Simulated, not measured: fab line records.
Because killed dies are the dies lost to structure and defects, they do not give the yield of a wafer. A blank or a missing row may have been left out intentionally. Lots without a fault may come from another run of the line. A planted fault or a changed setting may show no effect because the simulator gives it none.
Matching of chambers :: flow n5 finfet :: N5_BEOL_M2_PRE_CLEAN_60 on cvd co-01 has 3 sister chambers
The step time 15 s. 3 wafers are shown with their chamber, then 7 later ones without.

== WAFERS, EACH WITH ITS CHAMBER ==
wafer: L602.5
chamber: 0
heater power w (W): 108

wafer: L603.2
chamber: 1
heater power w (W): 81

wafer: L603.3
chamber: 2
heater power w (W): 80

== WAFERS WITH NO CHAMBER GIVEN ==
wafer: L603.5
heater power w (W): 78

wafer: L604.1
heater power w (W): 80

wafer: L604.4
heater power w (W): 80

wafer: L604.6
heater power w (W): 109

wafer: L613.1
heater power w (W): 109

wafer: L613.2
heater power w (W): 81

wafer: L613.4
heater power w (W): 82

== EACH ONE'S CHAMBER ==
wafer: L603.5
from the rows above: can't be placed: 2 or 1
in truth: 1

wafer: L604.1
from the rows above: can't be placed: 2 or 1
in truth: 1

wafer: L604.4
from the rows above: can't be placed: 2 or 1
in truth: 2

wafer: L604.6
from the rows above: 0
in truth: 0

wafer: L613.1
from the rows above: 0
in truth: 0

wafer: L613.2
from the rows above: can't be placed: 1 or 2
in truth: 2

wafer: L613.4
from the rows above: can't be placed: 1 or 2
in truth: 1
Correctly placed: 2 of 7. Can't be placed from these rows: 5 (the true chamber is among the candidates in 5). 0 placed wrongly.
How it was worked out, from the rows above alone: a wafer's distance from a chamber is the root of the sum, over the readings, of the square of ((its reading less the chamber's mean) divided by the reading's scatter). The wafer belongs to the nearest chamber; if the next one is less than 2 further off, it can't be placed. Each chamber's mean is taken over the wafers shown for it. The scatter (one wafer shown for each chamber): square how far every hidden wafer sits from the nearest shown wafer, average those squares and take the square root.
